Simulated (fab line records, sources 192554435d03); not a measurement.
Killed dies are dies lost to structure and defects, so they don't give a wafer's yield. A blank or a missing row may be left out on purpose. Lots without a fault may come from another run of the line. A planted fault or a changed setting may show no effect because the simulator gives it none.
Which tool did it? | flow n5_finfet | 12 lots, 36 wafers sampled, at 4 steps of a route of 1938

WHAT THE GAUGES READ, wafer by wafer
N5_BEOL_M4_INSPECT_30: inspects for defects (brightfield).
lot  | measured     | on                | raw_defect_count
L076 | day 7 18:43  | defect_inspect-01 | 348 546 517
L077 | day 8 02:04  | defect_inspect-02 | 428 314 355
L079 | day 8 15:04  | defect_inspect-01 | 503 391 424
L082 | day 9 10:41  | defect_inspect-01 | 298 261 244
L083 | day 9 17:34  | defect_inspect-02 | 310 446 453
L085 | day 10 11:28 | defect_inspect-02 | 214 312 324
L087 | day 10 20:14 | defect_inspect-01 | 603 426 578
L089 | day 11 04:26 | defect_inspect-01 | 383 303 371
L091 | day 12 03:33 | defect_inspect-01 | 212 380 326
L093 | day 12 08:00 | defect_inspect-02 | 485 386 464
L096 | day 12 17:42 | defect_inspect-01 | 421 392 278
L097 | day 13 11:09 | defect_inspect-01 | 318 384 453

WHICH TOOL RAN EACH LOT (tool, then ch and the chambers of the sampled wafers, then the start)
lot  | N5_BEOL_M3_DEGAS_44          | N5_BEOL_M3_PRE_CLEAN_60          | N5_BEOL_M3_CO_CAP_55
L076 | pvd_sputter-03, day 7 10:36  | cvd_co-02 ch 0,2, day 7 15:40    | cvd_co-02 ch 0,2, day 7 15:42
L077 | pvd_sputter-02, day 7 17:48  | cvd_co-01 ch 1,2, day 7 22:52    | cvd_co-01 ch 1,2, day 7 22:54
L079 | pvd_sputter-02, day 8 07:49  | cvd_co-02 ch 0,1, day 8 12:59    | cvd_co-02 ch 0,1, day 8 13:02
L082 | pvd_sputter-02, day 9 04:35  | cvd_co-01 ch 1,2, day 9 07:56    | cvd_co-01 ch 1,2, day 9 07:59
L083 | pvd_sputter-02, day 9 11:04  | cvd_co-02 ch 0,2, day 9 14:16    | cvd_co-02 ch 0,2, day 9 14:19
L085 | pvd_sputter-01, day 10 04:24 | cvd_co-02 ch 0,1,2, day 10 08:03 | cvd_co-02 ch 0,1,2, day 10 08:05
L087 | pvd_sputter-03, day 10 10:29 | cvd_co-01 ch 0,2, day 10 13:55   | cvd_co-01 ch 0,2, day 10 13:58
L089 | pvd_sputter-02, day 10 22:17 | cvd_co-02 ch 0,1, day 11 01:43   | cvd_co-02 ch 0,1, day 11 01:45
L091 | pvd_sputter-01, day 11 21:03 | cvd_co-01 ch 0,2, day 12 00:36   | cvd_co-01 ch 0,2, day 12 00:40
L093 | pvd_sputter-02, day 12 02:32 | cvd_co-01 ch 0,1,2, day 12 05:53 | cvd_co-01 ch 0,1,2, day 12 05:56
L096 | pvd_sputter-03, day 12 12:15 | cvd_co-01 ch 0,2, day 12 15:30   | cvd_co-01 ch 0,2, day 12 15:32
L097 | pvd_sputter-03, day 13 04:53 | cvd_co-02 ch 0,1, day 13 08:04   | cvd_co-02 ch 0,1, day 13 08:07
- N5_BEOL_M3_DEGAS_44: time 60 s.
- N5_BEOL_M3_PRE_CLEAN_60: time 15 s.
- N5_BEOL_M3_CO_CAP_55: material Co, precursor CCTBA/H2, target thk 2 nm, time 102.1 s.

THE ANSWER, worked out from the rows above alone
Rule: what is usual is taken from the lots themselves. Put in order of their means at a reading, lots are off if they are a third of the lots or fewer, leave a main group of 4 or more, and stand apart from it by a gap of 3 or more times the standard deviation of the main group's means; of several such gaps the widest counts. A main group whose means are all the same, to the digits that the tables above print for the reading, isn't used. A lot without any number at a reading at which 4 lots or more have one is off too. The other lots that the step has rows for count as sound.
No lot is off at any reading shown: from this, nothing can be told.

WHAT THE SIMULATOR HAD PUT IN
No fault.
